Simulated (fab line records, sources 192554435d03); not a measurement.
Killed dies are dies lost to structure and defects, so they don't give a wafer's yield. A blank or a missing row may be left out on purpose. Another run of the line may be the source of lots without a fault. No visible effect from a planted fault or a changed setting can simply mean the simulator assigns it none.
The tool behind it: which one?    flow n5-finfet    11 lots, 33 wafers sampled, at 2 steps of a route of 1938

WHAT THE GAUGES SHOWED, per wafer
N5_BEOL_M8_INSPECT_13: inspects for defects (brightfield).
lot   measured      on                 raw-defect-count
L738  day 8 20:26   defect-inspect-01  373 219 287
L743  day 10 02:17  defect-inspect-02  296 557 440
L744  day 10 11:22  defect-inspect-01  395 544 455
L746  day 11 06:10  defect-inspect-02  282 347 261
L751  day 12 08:43  defect-inspect-01  341 357 395
L754  day 13 06:01  defect-inspect-02  548 414 383
L755  day 13 21:00  defect-inspect-02  470 458 339
L756  day 13 21:19  defect-inspect-02  454 408 389
L757  day 14 03:50  defect-inspect-01  354 301 401
L759  day 14 10:07  defect-inspect-02  327 342 343
L760  day 14 21:02  defect-inspect-01  328 266 297

WHICH TOOL RAN EACH LOT (tool, then ch and the chambers of the sampled wafers, then the start)
lot   N5_BEOL_M7_CMP_52
L738  cmp-02 ch 0,3, day 8 16:57
L743  cmp-02 ch 0,1,2, day 9 22:17
L744  cmp-03 ch 0,1, day 10 07:50
L746  cmp-02 ch 0,1,2, day 11 03:10
L751  cmp-03 ch 0,2,3, day 12 06:26
L754  cmp-03 ch 2,3, day 13 02:53
L755  cmp-02 ch 0,3, day 13 16:34
L756  cmp-03 ch 0,2,3, day 13 18:07
L757  cmp-04 ch 1,2,3, day 14 00:41
L759  cmp-02 ch 0,2,3, day 14 08:04
L760  cmp-02 ch 0,2,3, day 14 17:59
- N5_BEOL_M7_CMP_52: polishes, stops on SiCOH lowk, t overpolish 6.9 s, target thk 80 nm.

THE ANSWER, worked out from the rows above alone
Rule: usual is defined by the lots themselves. The widest of any qualifying gaps counts: lots, ordered by their means at a reading, are off when they make up no more than a third of the lots, leave a main group of 4 or more, and stand apart from it by 3 or more times the standard deviation of that group's means. The tables above print the reading to a certain number of digits; a main group whose means all agree to those digits is not used. Also off: a lot with no number at a reading for which 4 or more lots have one. All remaining lots with rows at the step are treated as sound.
Nothing can be told from this: no lot is off at any reading shown.

WHAT WAS PUT IN BY THE SIMULATOR
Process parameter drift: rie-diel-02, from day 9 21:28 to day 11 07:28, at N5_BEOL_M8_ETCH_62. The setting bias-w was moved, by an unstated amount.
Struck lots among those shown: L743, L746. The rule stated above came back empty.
